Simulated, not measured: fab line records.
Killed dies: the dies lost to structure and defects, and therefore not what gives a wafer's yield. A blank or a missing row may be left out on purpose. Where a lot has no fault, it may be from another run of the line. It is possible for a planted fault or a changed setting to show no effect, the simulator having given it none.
A struck lot beside a sound one || flow nand_harc || 39 out of 1302 route steps
Sound: the wafers L726.2, L726.3, L726.4. Struck: wafer L741.5 (left out: L741.3, L741.4 of the same lot, which were not struck); the cause appears at the end.
At each step with rows: each side's tool, then ch and its chambers, then its first start. Under that, the readings that differ: sound wafers || struck wafers || difference of the means || sigmas: that difference in standard deviations of wafers without a fault.
alike: readings with means less than 2 such deviations apart, plus words and numbers identical on both sides. not compared: withheld readings, readings lacking a value on some wafer, bounds such as >300 that could conceal the same value, and numbers that have no deviation in the record and whose values overlap.
Wherever a step has rows on one side only, a row that says differs or no value, or a row with sigmas, the two part there. Non-overlapping numbers with no deviation appear without sigmas and do not part them. Lack of a reading on every wafer of one side parts them only where that side has two or more wafers.

first, 1 step without rows for these wafers: NHARC_A_CHANNEL_HOLE_D1_XSEM_31.
NHARC_A_CHANNEL_HOLE_D1_INSPECT_40:
  struck on defect_inspect-01, day 15 12:38; sound on defect_inspect-02, day 9 18:23
  alike: raw_defect_count
then, 4 steps without rows for these wafers: NHARC_A_CHANNEL_FILL_D1_PRECLEAN_00 (cleans in SC1); NHARC_A_CHANNEL_FILL_D1_SRD_01; NHARC_A_CHANNEL_FILL_D1_ALD_02 (deposits SiO2, target thk 6 nm, pulse time 10 s, ald cycles 60); NHARC_A_CHANNEL_FILL_D1_ALD_03 (deposits SiNx, target thk 6 nm, pulse time 60 s, ald cycles 58).
NHARC_A_CHANNEL_FILL_D1_ALD_14: deposits SiO2, target thk 2.5 nm, pulse time 10 s, ald cycles 25.
  sound on ald_hk-02 ch 0,1,2, day 10 02:12; struck on ald_hk-02 ch 2, day 15 22:00
{"reading": "precursor_pulse_height_rel", "sound": "1.012 1.033 1.041", "struck": 0.976, "difference": -0.053, "sigmas": -3}
  alike: heater_power_w
  not compared: since_wet_clean_h
then, 1 step without rows for these wafers: NHARC_A_CHANNEL_FILL_D1_ALD_15 (deposits SiNx, target thk 2 nm, pulse time 60 s, ald cycles 19).
NHARC_A_CHANNEL_FILL_D1_ALD_16: deposits SiO2, target thk 1.5 nm, pulse time 10 s, ald cycles 15.
  sound on ald_hk-02 ch 1,2,3, day 10 07:24; struck on ald_hk-02 ch 3, day 16 03:15
  alike: heater_power_w, precursor_pulse_height_rel
  not compared: since_wet_clean_h
then, 3 steps without rows for these wafers: NHARC_A_CHANNEL_FILL_D1_ANNEAL_17 (time 1800 s); NHARC_A_CHANNEL_FILL_D1_CVD_18 (deposits poly-Si, target thk 3 nm); NHARC_A_CHANNEL_FILL_D1_ETCHBACK_19 (etches the open film in HBr/Cl2, target depth 5 nm, time 1.7 s).
NHARC_A_CHANNEL_FILL_D1_ETCHBACK_20: etches the open film in C4F8/O2/Ar, target depth 27 nm, time 13.5 s.
  sound on rie_diel-09 ch 0,2,3, day 10 19:24; struck on rie_diel-05 ch 2, day 16 15:14
{"reading": "oes_product_au (a.u.)", "sound": "1.01 1.00 1.00", "struck": 0.92, "difference": -0.08, "sigmas": -2}
  alike: rf_vpp_V
  not compared: rf_hours_counter_h
NHARC_A_CHANNEL_FILL_D1_STRIP_28: strips in O2, time 20 s.
  sound on rie_diel-09 ch 0,1,2, day 10 19:29; struck on rie_diel-05 ch 2, day 16 15:19
  alike: drypump_motor_current_A, oes_product_au, rf_vpp_V, showerhead_plenum_p_Torr, throttle_valve_pct
  not compared: rf_hours_counter_h
then, 10 steps without rows for these wafers: NHARC_A_CHANNEL_FILL_D1_PRECLEAN_21 (cleans in dHF, time 30 s); NHARC_A_CHANNEL_FILL_D1_SRD_23; NHARC_A_CHANNEL_FILL_D1_CVD_05 (deposits poly-Si, target thk 5 nm); NHARC_A_CHANNEL_FILL_D1_ANNEAL_22 (time 7200 s); NHARC_A_CHANNEL_FILL_D1_ALD_25 (deposits SiOx, target thk 60 nm, pulse time 10 s, ald cycles 600); NHARC_A_CHANNEL_FILL_D1_ETCHBACK_08 (etches the open film in C4F8, target depth 220 nm, time 110 s); NHARC_A_CHANNEL_FILL_D1_STRIP_29 (strips in O2, time 20 s); NHARC_A_CHANNEL_FILL_D1_PRECLEAN_30 (cleans in dHF, time 30 s); NHARC_A_CHANNEL_FILL_D1_SRD_31; NHARC_A_CHANNEL_FILL_D1_CVD_09 (deposits poly-Si, target thk 150 nm, time 3000 s).
NHARC_A_CHANNEL_FILL_D1_CMP_10: polishes, target thk 150 nm.
  sound on cmp-02 ch 0,1,3, day 11 20:56; struck on cmp-01 ch 2, day 17 14:40
  alike: motor_current_A, time_to_endpoint_s
then, 10 steps without rows for these wafers: NHARC_A_CHANNEL_FILL_D1_SRD_12; NHARC_A_DECK1_JOINT_ETCHBACK_07 (etches the open film in HBr, target depth 105 nm, time 26.9 s); NHARC_A_DECK1_JOINT_ETCH_25 (etches SiO2 in dHF, target depth 0.5 nm); NHARC_A_DECK1_JOINT_ETCH_19 (etches poly-Si in TMAH, target depth 3 nm); NHARC_A_DECK1_JOINT_ETCH_18 (etches SiO2 in dHF, target depth 3 nm); NHARC_A_DECK1_JOINT_WET_08 (chemistry H3PO4, time 86 s); NHARC_A_DECK1_JOINT_ETCH_09 (etches SiO2 in dHF, target depth 5 nm); NHARC_A_DECK1_JOINT_WET_10 (chemistry H3PO4, time 86 s); NHARC_A_DECK1_JOINT_ETCH_11 (etches SiO2 in dHF, target depth 35 nm); NHARC_A_DECK1_JOINT_CVD_12 (deposits poly-Si, target thk 90 nm, time 1800 s).
NHARC_A_DECK1_JOINT_CMP_13: polishes, target thk 51.023 nm.
  sound on cmp-03 ch 0,2,3, day 12 07:46; struck on cmp-02 ch 3, day 18 01:26
  alike: motor_current_A, time_to_endpoint_s
NHARC_A_DECK1_JOINT_THK_MEAS_14: measures by ellipsometry.
  struck on film_metro-02, day 18 01:42; sound on film_metro-02, day 12 08:01
  alike: thk_nm
following that, these wafers have no rows for 1 step: NHARC_A_DECK1_JOINT_SRD_04.
-- break in the record here, with 14 days between the starts of the struck wafers on either side (left off in module A_DECK1_JOINT, picked up again in module END, where the first step shown is number 1302 on the route) --
NHARC_END_SORT_01:
  only the struck wafers appear in the record here, on prober-02 ch 0 at day 32 11:41; the sound ones have no rows

== WHERE THEY PART ==
Last at NHARC_END_SORT_01 as far as this record goes, first at NHARC_A_CHANNEL_FILL_D1_ALD_14.

WHY: what the simulator had put in
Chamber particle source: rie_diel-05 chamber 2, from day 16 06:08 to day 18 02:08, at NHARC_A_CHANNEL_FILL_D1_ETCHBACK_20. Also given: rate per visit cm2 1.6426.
